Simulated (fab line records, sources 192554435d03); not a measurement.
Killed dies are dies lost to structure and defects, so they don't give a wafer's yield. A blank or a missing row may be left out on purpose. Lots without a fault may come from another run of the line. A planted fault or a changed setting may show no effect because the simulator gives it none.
Chamber matching | flow n5_finfet | N5_BEOL_M6_ETCH_66 on rie_diel-06: 4 sister chambers
The step etches SOC in N2/H2, target depth 80 nm, overetch 16 nm, time 120 s. 18 wafers are shown with their chamber, then 9 later ones without.

WAFERS WITH THEIR CHAMBER
wafer  | chamber | drypump_motor_current_A (A) | throttle_valve_pct (%) | showerhead_plenum_p_Torr (Torr)
L074.1 | 0       | 5.3                         | 17.97                  | 2.63
L074.5 | 3       | 4.8                         | 17.36                  | 2.49
L074.6 | 2       | 5.4                         | 17.57                  | 2.59
L075.2 | 3       | 4.8                         | 17.37                  | 2.48
L075.5 | 2       | 5.5                         | 17.56                  | 2.59
L075.6 | 3       | 4.8                         | 17.35                  | 2.48
L080.3 | 0       | 5.3                         | 17.98                  | 2.62
L080.4 | 2       | 5.4                         | 17.58                  | 2.59
L080.5 | 1       | 6.5                         | 17.58                  | 2.59
L082.2 | 0       | 5.3                         | 18.02                  | 2.62
L082.3 | 1       | 6.5                         | 17.59                  | 2.58
L082.6 | 0       | 5.3                         | 18.02                  | 2.62
L084.1 | 3       | 4.8                         | 17.39                  | 2.47
L084.4 | 1       | 6.5                         | 17.58                  | 2.58
L084.6 | 2       | 5.4                         | 17.59                  | 2.58
L086.1 | 3       | 4.8                         | 17.39                  | 2.47
L086.2 | 2       | 5.4                         | 17.61                  | 2.58
L086.3 | 0       | 5.3                         | 18.03                  | 2.61

SIGNATURES (means of the wafers above)
reading                  | chamber 0 | chamber 1 | chamber 2 | chamber 3 | scatter within a chamber
drypump_motor_current_A  | 5.300     | 6.500     | 5.420     | 4.800     | 0.0239
throttle_valve_pct       | 18.0040   | 17.5833   | 17.5820   | 17.3720   | 0.0203
showerhead_plenum_p_Torr | 2.6200    | 2.5833    | 2.5860    | 2.4780    | 0.0069
Rule: a wafer's distance from a chamber is the root of the sum, over the readings, of the square of ((its reading less the chamber's mean) divided by the reading's scatter). The wafer belongs to the nearest chamber; if the next one is less than 2 further off, it can't be placed. The scatter: the root of (the sum of the squares of (reading less its chamber's mean) over the shown wafers, divided by (wafers less chambers)).

WAFERS WITHOUT THEIR CHAMBER
wafer  | drypump_motor_current_A (A) | throttle_valve_pct (%) | showerhead_plenum_p_Torr (Torr)
L087.1 | 5.3                         | 18.02                  | 2.61
L087.2 | 5.5                         | 17.61                  | 2.58
L087.4 | 6.5                         | 17.61                  | 2.58
L091.2 | 6.5                         | 17.60                  | 2.58
L091.3 | 5.3                         | 18.04                  | 2.61
L091.4 | 4.8                         | 17.42                  | 2.47
L097.1 | 4.8                         | 17.43                  | 2.46
L097.4 | 5.4                         | 17.67                  | 2.57
L097.5 | 4.8                         | 17.44                  | 2.46

WHICH CHAMBER EACH WENT THROUGH
wafer  | from the rows above | in truth
L087.1 | 0                   | 0
L087.2 | 2                   | 2
L087.4 | 1                   | 1
L091.2 | 1                   | 1
L091.3 | 0                   | 0
L091.4 | 3                   | 3
L097.1 | 3                   | 3
L097.4 | 2                   | 2
L097.5 | 3                   | 3
Placed correctly: 9 of 9. Can't be placed from these rows: 0. Placed wrongly: 0.
